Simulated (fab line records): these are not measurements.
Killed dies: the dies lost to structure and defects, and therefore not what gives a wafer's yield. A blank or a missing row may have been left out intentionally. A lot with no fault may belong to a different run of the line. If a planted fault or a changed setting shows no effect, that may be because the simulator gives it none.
Split-lot experiment / flow n5 finfet / 21 wafers read from 7 lots, route of 1938 steps

SPLIT DETAILS
At N5_MOL_CONTACT_COAG_EXPOSE_81 (exposes mask VG, defocus 0 nm), the setting dose mj was moved away from the recipe's 59.5 on 9 of the 21 wafers read, by -7.3% to +5.6%. This setting was run at the recipe's value on the other wafers.

FROM THE SPLIT TO THE READING: what the file shows between them, 8 steps
- N5_MOL_CONTACT_COAG_PEB_82: peb time 60 s
- N5_MOL_CONTACT_COAG_DEVELOP_83: develop time 30 s
- N5_MOL_CONTACT_COAG_CD_MEAS_84: target cd 25.1 nm
- N5_MOL_CONTACT_COAG_ETCH_91: etches SOC in N2/H2, target depth 60 nm, overetch 21 nm, time 101.2 s (also split here: source w)
- N5_MOL_CONTACT_COAG_STRIP_92: strips in N2/H2
- N5_MOL_CONTACT_COAG_STRIP_93: strips in N2/H2
- N5_MOL_CONTACT_COAG_PRECLEAN_144: cleans in alkaline clean, time 60 s
- N5_MOL_CONTACT_COAG_SRD_145: time 30 s

THE READING
cd nm at N5_MOL_CONTACT_COAG_CD_MEAS_137, given in nm (cd target 16 nm). Fault-free wafers of this fab line usually give 16.0 nm, standard deviation 0.35 nm.

wafer=L075.3; tool, chamber at the split=euv scanner-01, 0; dose mj as run=59.5; against the recipe=recipe; cd nm, nm=15.5; against lot-mates on the recipe=-
wafer=L075.4; tool, chamber at the split=euv scanner-01, 0; dose mj as run=61.21; against the recipe=+2.9%; cd nm, nm=16.8; against lot-mates on the recipe=+1.3
wafer=L075.5; tool, chamber at the split=euv scanner-01, 0; dose mj as run=61.21; against the recipe=+2.9%; cd nm, nm=17.5; against lot-mates on the recipe=+2.0
wafer=L080.2; tool, chamber at the split=euv scanner-02, 0; dose mj as run=59.5; against the recipe=recipe; cd nm, nm=15.9; against lot-mates on the recipe=-
wafer=L080.4; tool, chamber at the split=euv scanner-02, 0; dose mj as run=55.17; against the recipe=-7.3%; cd nm, nm=14.8; against lot-mates on the recipe=-1.1
wafer=L080.5; tool, chamber at the split=euv scanner-02, 0; dose mj as run=55.17; against the recipe=-7.3%; cd nm, nm=14.5; against lot-mates on the recipe=-1.4
wafer=L082.1; tool, chamber at the split=euv scanner-01, 0; dose mj as run=59.5; against the recipe=recipe; cd nm, nm=16.1; against lot-mates on the recipe=-
wafer=L082.3; tool, chamber at the split=euv scanner-01, 0; dose mj as run=59.5; against the recipe=recipe; cd nm, nm=16.2; against lot-mates on the recipe=-
wafer=L082.4; tool, chamber at the split=euv scanner-01, 0; dose mj as run=55.14; against the recipe=-7.3%; cd nm, nm=13.7; against lot-mates on the recipe=-2.4
wafer=L086.4; tool, chamber at the split=euv scanner-02, 0; dose mj as run=56.93; against the recipe=-4.3%; cd nm, nm=15.2; against lot-mates on the recipe=-1.1
wafer=L086.5; tool, chamber at the split=euv scanner-02, 0; dose mj as run=56.93; against the recipe=-4.3%; cd nm, nm=14.6; against lot-mates on the recipe=-1.7
wafer=L086.6; tool, chamber at the split=euv scanner-02, 0; dose mj as run=59.5; against the recipe=recipe; cd nm, nm=16.3; against lot-mates on the recipe=-
wafer=L092.2; tool, chamber at the split=euv scanner-01, 0; dose mj as run=59.5; against the recipe=recipe; cd nm, nm=16.2; against lot-mates on the recipe=-
wafer=L092.4; tool, chamber at the split=euv scanner-01, 0; dose mj as run=59.5; against the recipe=recipe; cd nm, nm=15.9; against lot-mates on the recipe=-
wafer=L092.5; tool, chamber at the split=euv scanner-01, 0; dose mj as run=59.5; against the recipe=recipe; cd nm, nm=15.6; against lot-mates on the recipe=-
wafer=L096.3; tool, chamber at the split=euv scanner-01, 0; dose mj as run=61.93; against the recipe=+4.1%; cd nm, nm=16.9; against lot-mates on the recipe=+1.5
wafer=L096.4; tool, chamber at the split=euv scanner-01, 0; dose mj as run=59.5; against the recipe=recipe; cd nm, nm=15.8; against lot-mates on the recipe=-
wafer=L096.5; tool, chamber at the split=euv scanner-01, 0; dose mj as run=59.5; against the recipe=recipe; cd nm, nm=15.0; against lot-mates on the recipe=-
wafer=L097.1; tool, chamber at the split=euv scanner-02, 0; dose mj as run=59.5; against the recipe=recipe; cd nm, nm=15.8; against lot-mates on the recipe=-
wafer=L097.3; tool, chamber at the split=euv scanner-02, 0; dose mj as run=62.81; against the recipe=+5.6%; cd nm, nm=17.4; against lot-mates on the recipe=+1.2
wafer=L097.5; tool, chamber at the split=euv scanner-02, 0; dose mj as run=59.5; against the recipe=recipe; cd nm, nm=16.6; against lot-mates on the recipe=-

FIT RESULTS
A straight line over all 21 wafers: cd nm changes by +0.245 nm for each +1% of dose mj; r = +0.90; the points scatter about the line by 0.43 nm.
The same after taking each lot's own level away (the mean of its wafers on the recipe; 21 wafers): +0.277 nm for each +1%; r = +0.91; scatter 0.47 nm.
That fit puts the effect of the largest move of dose mj on the reading at 2 nm.
Measured against the standard deviation above, the lots' own levels, which go from 15.40 to 16.30 nm, span 2.6 times it.
So the slope is not independent of the lot-to-lot level: the two fits are not the same.
Check: with one of the wafers moved furthest among these (-7.3%) left out of the fit, the line predicts -1.76 nm for it against its lot-mates. It came out at -2.45 nm against them.

THE OTHER SPLITS THESE WAFERS WENT THROUGH
Other splits were also applied to these wafers ahead of the reading. Each is held against what the fit with the lots' levels taken away leaves over:
other split on the same wafers=N5_MOL_CONTACT_COAG_ETCH_91 source w; wafers away from the commonest value=8; r with cd nm (lot level and that fit taken away)=+0.05

THE WHOLE CHAIN: every reading that the file lists as answering this split, in the file's order
step=N5_MOL_CONTACT_COAG_CD_MEAS_84; what it does=target cd 25.1 nm; reading=cd nm; change (the file's fit)=+0.188 nm for each +1% of the setting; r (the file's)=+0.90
step=N5_MOL_CONTACT_COAG_CD_MEAS_137; what it does=target cd 16 nm; reading=cd nm; change (the file's fit)=+0.28 nm for each +1% of the setting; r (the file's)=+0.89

THE FILE'S OWN FIT
cd nm changes by +0.28 nm for each +1% of dose mj, r = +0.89.
